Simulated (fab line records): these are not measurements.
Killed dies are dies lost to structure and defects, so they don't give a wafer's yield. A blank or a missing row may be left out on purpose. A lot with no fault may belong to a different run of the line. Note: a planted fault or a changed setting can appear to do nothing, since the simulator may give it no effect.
Chamber matching | flow n5-finfet | rie-diel-01 running N5_WELL_APT_DESCUM_13: 4 sister chambers
The step chemistry O2, time 7.9 s. 4 wafers are shown with their chamber, then 7 later ones without.

== WAFERS WITH THEIR CHAMBER ==
wafer  | chamber | throttle-valve-pct (%)
L079.2 | 2       | 20.54
L079.3 | 1       | 21.03
L079.4 | 0       | 20.27
L089.5 | 3       | 20.51

== WAFERS MISSING THEIR CHAMBER ==
wafer  | throttle-valve-pct (%)
L089.6 | 20.30
L090.1 | 21.04
L090.3 | 20.32
L090.4 | 20.56
L093.1 | 20.57
L093.2 | 21.04
L093.4 | 20.29

== THE CHAMBER EACH PASSED THROUGH ==
wafer  | from the rows above     | in truth
L089.6 | 0                       | 0
L090.1 | 1                       | 1
L090.3 | 0                       | 0
L090.4 | can't be placed: 2 or 3 | 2
L093.1 | can't be placed: 2 or 3 | 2
L093.2 | 1                       | 1
L093.4 | 0                       | 0
Placed correctly: 5 of 7. Unplaceable from these rows: 2, with the true chamber sitting among the candidates in 2. Wrongly placed: 0.
How it was worked out, from the rows above alone: a wafer's distance from a chamber is the root of the sum, over the readings, of the square of ((its reading less the chamber's mean) divided by the reading's scatter). If the next closest chamber is less than 2 further off than the closest, the wafer can't be placed; otherwise it belongs to the closest. For every chamber, the mean is computed from those of its wafers that are shown. The scatter: with one shown wafer a chamber, the root of the mean of the squares of how far each hidden wafer lies from its nearest shown one.
